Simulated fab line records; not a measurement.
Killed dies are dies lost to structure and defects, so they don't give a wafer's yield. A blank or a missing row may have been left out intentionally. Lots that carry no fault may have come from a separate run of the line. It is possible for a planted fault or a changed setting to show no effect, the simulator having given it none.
Matching of chambers | flow nand-harc | 4 sister chambers for NHARC_A_CHANNEL_FILL_D2_ALD_25 on ald-hk-03
The step deposits SiOx, target thk 60 nm, pulse time 10 s, ald cycles 600. 24 wafers are shown with their chamber, then 12 later ones without.

== EACH WAFER AND ITS CHAMBER ==
wafer  | chamber | heater-power-w (W) | precursor-pulse-height-rel
L074.2 | 0       | 465                | 0.970
L074.4 | 1       | 434                | 0.981
L074.6 | 0       | 478                | 0.974
L076.1 | 0       | 464                | 1.003
L076.3 | 3       | 483                | 0.990
L076.4 | 2       | 519                | 1.016
L078.1 | 2       | 544                | 1.030
L078.4 | 1       | 435                | 0.981
L078.6 | 3       | 478                | 1.007
L080.1 | 1       | 471                | 0.970
L080.4 | 2       | 536                | 1.000
L080.6 | 1       | 472                | 0.999
L081.4 | 1       | 472                | 0.980
L081.2 | 0       | 436                | 1.012
L081.6 | 2       | 542                | 0.957
L083.1 | 1       | 467                | 0.989
L083.2 | 2       | 528                | 0.965
L083.5 | 0       | 434                | 1.011
L088.2 | 2       | 549                | 0.986
L088.4 | 0       | 448                | 1.006
L088.6 | 1       | 480                | 0.992
L089.1 | 2       | 540                | 1.041
L089.3 | 0       | 444                | 1.025
L089.6 | 2       | 531                | 0.983

SIGNATURES, as means of the wafers listed above
reading                    | chamber 0 | chamber 1 | chamber 2 | chamber 3 | scatter within a chamber
heater-power-w             | 452.71    | 461.57    | 536.12    | 480.50    | 14.9
precursor-pulse-height-rel | 1.00014   | 0.98457   | 0.99725   | 0.99850   | 0.0218
Rule: distance of a wafer from a chamber = root of the sum over the readings of ((wafer's reading minus chamber's mean) / reading's scatter) squared. The wafer belongs to the nearest chamber; if the next one is less than 2 further off, it can't be placed. The scatter is the square root of a quotient: the sum, over the shown wafers, of each reading's squared deviation from its chamber's mean, divided by wafers minus chambers.

== WAFERS WHOSE CHAMBER IS MISSING ==
wafer  | heater-power-w (W) | precursor-pulse-height-rel
L090.2 | 493                | 0.995
L090.4 | 475                | 1.021
L090.5 | 451                | 0.975
L090.1 | 452                | 1.032
L090.3 | 534                | 1.009
L090.6 | 502                | 1.005
L094.3 | 528                | 0.982
L094.5 | 533                | 0.987
L094.6 | 447                | 1.011
L095.1 | 502                | 0.988
L095.2 | 476                | 1.011
L095.3 | 432                | 0.993

== WHICH CHAMBER EACH ONE RAN IN ==
wafer  | from the rows above               | in truth
L090.2 | can't be placed: 3 or 1 or 0      | 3
L090.4 | can't be placed: 3 or 0 or 1      | 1
L090.5 | can't be placed: 1 or 0 or 3      | 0
L090.1 | can't be placed: 0 or 1 or 3      | 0
L090.3 | 2                                 | 2
L090.6 | can't be placed: 3 or 2 or 1 or 0 | 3
L094.3 | 2                                 | 2
L094.5 | 2                                 | 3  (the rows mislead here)
L094.6 | can't be placed: 0 or 1 or 3      | 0
L095.1 | can't be placed: 3 or 2 or 1 or 0 | 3
L095.2 | can't be placed: 3 or 1 or 0      | 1
L095.3 | can't be placed: 0 or 1 or 3      | 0
2 of 12 placed correctly. These rows do not allow placing 9 (true chamber among the candidates in 9). 1 placed wrongly.
